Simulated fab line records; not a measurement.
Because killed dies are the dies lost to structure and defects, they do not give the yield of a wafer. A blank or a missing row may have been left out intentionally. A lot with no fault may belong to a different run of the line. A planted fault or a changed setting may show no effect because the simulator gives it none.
Problem report in the 8D (eight disciplines) form, filled by code	flow nand harc	the parts of the form that need people (team, actions taken, sign-off) are left out

## 1. THE PROBLEM
Mean of killed at array at NHARC_END_SORT_01: 583 across 3 wafers in 3 lots; on wafers with no fault it is 29 (standard deviation 11). Measured from the usual mean, that is +50 standard deviations.
Seen first at day 20 23:05 on prober-01, wafer L535.1. Wafers with a number at this step in the record: 34, from 12 lots. Rule for "out" (also "out of limits"): further than 4 standard deviations from the usual mean. Any other wafer with a number is counted as sound.

## 2. WHAT THIS IS AND IS NOT
question	is	is not
which readings at this step	killed at array, killed dies	killed at other, killed at periphery, killed open, killed short
which lots	L535, L537, L538	L531, L534, L540, L544, L545, L547, L548, L551, L552
which wafers of those lots	L535.1, L537.1, L538.2	L535.3, L535.5, L537.4, L538.4
read on which gauges	prober-01, prober-02	-
when	from day 20 23:05	up to then (6 sound wafers); but 25 sound wafers of L535, L537, L538, L540, L544, L545, L547, L548, L551, L552 came after

## 3. THE SUSPECTS, EACH WITH WHAT RULES IT OUT
Counting: if a tool at a process step up to the reading ran every lot that is out, it stays a suspect. Sound lots after the first of them don't rule it out here, since some wafers of a struck lot are sound.
- the gauge at NHARC_END_SORT_01: ruled out. Those wafers that are out were read across 2 gauges (prober-01, prober-02).
- rie diel-06 at NHARC_A_CONTACT_ETCH_75 (etches the open film in CF4, target depth 39 nm, time 65 s): kept. It ran every lot that is out, first L535 (day 18 08:32); its last sound lot up to then is L531 (day 17 01:45).
- rie diel-06 at NHARC_A_CONTACT_ETCH_76 (etches the open film in N2/H2, target depth 260 nm, time 475.3 s): kept. It ran every lot that is out, first L535 (day 18 08:37); its last sound lot up to then is L531 (day 17 01:52). Out on those wafers are its own readings of oes product au.
- Within rie diel-06 at NHARC_A_CONTACT_ETCH_76: the wafers that are out ran in chambers 0, 3; their sound lot-mates ran in chamber 1.
Remaining after the count are rie diel-06 at NHARC_A_CONTACT_ETCH_75 and rie diel-06 at NHARC_A_CONTACT_ETCH_76.

## 4. THE CAUSE (what the simulator had put in)
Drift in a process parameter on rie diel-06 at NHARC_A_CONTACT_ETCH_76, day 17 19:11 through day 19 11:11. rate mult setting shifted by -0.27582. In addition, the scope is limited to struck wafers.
This tool is one of the 2 suspects left after counting.

## 5. SEQUENCE OF EFFECTS, ordered by route
Each row: a reading where the mean over the struck wafers with a number is more than 3 standard deviations away from the usual. Readings are gone through only where the record gives a usual standard deviation; hours: the median, over the lots, of the time from a lot's start at the first step in this table giving one to that lot's start at this step; sigmas: the change measured in usual standard deviations.
hours	step	reading	usual	on struck wafers	change	sigmas
0	NHARC_A_CONTACT_ETCH_76	oes product au	1.000 a.u.	0.830	-0.170	-19
62	NHARC_END_SORT_01	killed at array	29	583	+554	+50
62	NHARC_END_SORT_01	killed dies	33	585	+552	+50
Process steps it contains:
- NHARC_A_CONTACT_ETCH_76: etches the open film in N2/H2, target depth 260 nm, time 475.3 s.

## 6. HOW IT WOULD HAVE BEEN CAUGHT EARLIER
76 hours passed between the start of the fault at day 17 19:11 and the first reading out of limits at a measuring or inspecting step in this record, taken at day 20 23:05.
The tool's own readings at NHARC_A_CONTACT_ETCH_76 were out on every struck wafer that the step has a row for (oes product au): an alarm limit on them would have fired on the first of those.
By day 20 23:05 the whole set of lots that are out, 3 in number, had already begun NHARC_A_CONTACT_ETCH_76 on rie diel-06. Holding the tool at that point would not have protected any of them.
